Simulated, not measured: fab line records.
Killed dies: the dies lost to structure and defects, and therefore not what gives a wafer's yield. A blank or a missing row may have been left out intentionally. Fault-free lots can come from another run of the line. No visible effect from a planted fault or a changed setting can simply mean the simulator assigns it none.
Chamber matching :: flow n5_finfet :: N5_BEOL_M2_ETCH_63 on rie_diel-05 has 4 sister chambers
The step etches SiARC in CF4, target depth 15.6 nm, time 26 s. 22 wafers are shown with their chamber, then 11 later ones without.

## WAFERS WITH THEIR CHAMBER
wafer: L076.1
chamber: 0
drypump_motor_current_A (A): 5.9
showerhead_plenum_p_Torr (Torr): 2.10
throttle_valve_pct (%): 15.15

wafer: L076.2
chamber: 1
drypump_motor_current_A (A): 5.2
showerhead_plenum_p_Torr (Torr): 2.17
throttle_valve_pct (%): 15.81

wafer: L076.3
chamber: 2
drypump_motor_current_A (A): 5.5
showerhead_plenum_p_Torr (Torr): 2.28
throttle_valve_pct (%): 15.39

wafer: L076.4
chamber: 3
drypump_motor_current_A (A): 4.8
showerhead_plenum_p_Torr (Torr): 2.22
throttle_valve_pct (%): 15.69

wafer: L076.5
chamber: 3
drypump_motor_current_A (A): 4.8
showerhead_plenum_p_Torr (Torr): 2.22
throttle_valve_pct (%): 15.70

wafer: L076.6
chamber: 2
drypump_motor_current_A (A): 5.5
showerhead_plenum_p_Torr (Torr): 2.28
throttle_valve_pct (%): 15.38

wafer: L077.1
chamber: 3
drypump_motor_current_A (A): 4.8
showerhead_plenum_p_Torr (Torr): 2.22
throttle_valve_pct (%): 15.70

wafer: L077.3
chamber: 1
drypump_motor_current_A (A): 5.2
showerhead_plenum_p_Torr (Torr): 2.17
throttle_valve_pct (%): 15.81

wafer: L077.6
chamber: 3
drypump_motor_current_A (A): 4.9
showerhead_plenum_p_Torr (Torr): 2.22
throttle_valve_pct (%): 15.71

wafer: L078.1
chamber: 0
drypump_motor_current_A (A): 5.9
showerhead_plenum_p_Torr (Torr): 2.10
throttle_valve_pct (%): 15.17

wafer: L078.4
chamber: 2
drypump_motor_current_A (A): 5.5
showerhead_plenum_p_Torr (Torr): 2.28
throttle_valve_pct (%): 15.40

wafer: L078.5
chamber: 3
drypump_motor_current_A (A): 4.8
showerhead_plenum_p_Torr (Torr): 2.21
throttle_valve_pct (%): 15.71

wafer: L086.1
chamber: 0
drypump_motor_current_A (A): 5.9
showerhead_plenum_p_Torr (Torr): 2.09
throttle_valve_pct (%): 15.22

wafer: L086.2
chamber: 1
drypump_motor_current_A (A): 5.2
showerhead_plenum_p_Torr (Torr): 2.17
throttle_valve_pct (%): 15.84

wafer: L086.3
chamber: 2
drypump_motor_current_A (A): 5.5
showerhead_plenum_p_Torr (Torr): 2.27
throttle_valve_pct (%): 15.45

wafer: L087.1
chamber: 0
drypump_motor_current_A (A): 5.9
showerhead_plenum_p_Torr (Torr): 2.09
throttle_valve_pct (%): 15.22

wafer: L087.2
chamber: 3
drypump_motor_current_A (A): 4.9
showerhead_plenum_p_Torr (Torr): 2.21
throttle_valve_pct (%): 15.76

wafer: L087.6
chamber: 3
drypump_motor_current_A (A): 4.9
showerhead_plenum_p_Torr (Torr): 2.21
throttle_valve_pct (%): 15.75

wafer: L088.1
chamber: 0
drypump_motor_current_A (A): 5.9
showerhead_plenum_p_Torr (Torr): 2.09
throttle_valve_pct (%): 15.22

wafer: L088.4
chamber: 3
drypump_motor_current_A (A): 4.8
showerhead_plenum_p_Torr (Torr): 2.21
throttle_valve_pct (%): 15.73

wafer: L088.6
chamber: 2
drypump_motor_current_A (A): 5.6
showerhead_plenum_p_Torr (Torr): 2.27
throttle_valve_pct (%): 15.43

wafer: L092.1
chamber: 3
drypump_motor_current_A (A): 4.8
showerhead_plenum_p_Torr (Torr): 2.21
throttle_valve_pct (%): 15.77

SIGNATURES (means of the wafers above)
reading: drypump_motor_current_A
chamber 0: 5.900
chamber 1: 5.200
chamber 2: 5.520
chamber 3: 4.833
scatter within a chamber: 0.0394

reading: showerhead_plenum_p_Torr
chamber 0: 2.0940
chamber 1: 2.1700
chamber 2: 2.2760
chamber 3: 2.2144
scatter within a chamber: 0.00507

reading: throttle_valve_pct
chamber 0: 15.1960
chamber 1: 15.8200
chamber 2: 15.4100
chamber 3: 15.7244
scatter within a chamber: 0.0292
Rule: for a wafer and a chamber, the distance is found by dividing, reading by reading, the gap between the wafer's reading and the chamber's mean by the reading's scatter, squaring, summing and taking the root. The wafer belongs to the nearest chamber; if the next one is less than 2 further off, it can't be placed. How the scatter is found: for the shown wafers, subtract from each reading the mean of its chamber, square and add these, divide the total by (wafers less chambers), then take the root.

## WAFERS WITHOUT THEIR CHAMBER
wafer: L092.2
drypump_motor_current_A (A): 5.2
showerhead_plenum_p_Torr (Torr): 2.16
throttle_valve_pct (%): 15.88

wafer: L092.3
drypump_motor_current_A (A): 5.9
showerhead_plenum_p_Torr (Torr): 2.09
throttle_valve_pct (%): 15.23

wafer: L092.4
drypump_motor_current_A (A): 5.5
showerhead_plenum_p_Torr (Torr): 2.27
throttle_valve_pct (%): 15.45

wafer: L092.5
drypump_motor_current_A (A): 5.5
showerhead_plenum_p_Torr (Torr): 2.27
throttle_valve_pct (%): 15.44

wafer: L092.6
drypump_motor_current_A (A): 4.8
showerhead_plenum_p_Torr (Torr): 2.21
throttle_valve_pct (%): 15.75

wafer: L093.1
drypump_motor_current_A (A): 5.6
showerhead_plenum_p_Torr (Torr): 2.27
throttle_valve_pct (%): 15.46

wafer: L093.4
drypump_motor_current_A (A): 4.8
showerhead_plenum_p_Torr (Torr): 2.20
throttle_valve_pct (%): 15.77

wafer: L093.6
drypump_motor_current_A (A): 5.9
showerhead_plenum_p_Torr (Torr): 2.09
throttle_valve_pct (%): 15.24

wafer: L096.3
drypump_motor_current_A (A): 5.9
showerhead_plenum_p_Torr (Torr): 2.08
throttle_valve_pct (%): 15.26

wafer: L096.4
drypump_motor_current_A (A): 5.5
showerhead_plenum_p_Torr (Torr): 2.27
throttle_valve_pct (%): 15.47

wafer: L096.5
drypump_motor_current_A (A): 5.9
showerhead_plenum_p_Torr (Torr): 2.08
throttle_valve_pct (%): 15.25

## WHICH CHAMBER EACH WENT THROUGH
wafer: L092.2
from the rows above: 1
in truth: 1

wafer: L092.3
from the rows above: 0
in truth: 0

wafer: L092.4
from the rows above: 2
in truth: 2

wafer: L092.5
from the rows above: 2
in truth: 2

wafer: L092.6
from the rows above: 3
in truth: 3

wafer: L093.1
from the rows above: 2
in truth: 2

wafer: L093.4
from the rows above: 3
in truth: 3

wafer: L093.6
from the rows above: 0
in truth: 0

wafer: L096.3
from the rows above: 0
in truth: 0

wafer: L096.4
from the rows above: 2
in truth: 2

wafer: L096.5
from the rows above: 0
in truth: 0
Correctly placed: 11 of 11. Left unplaced by these rows: 0. Wrongly placed: 0.
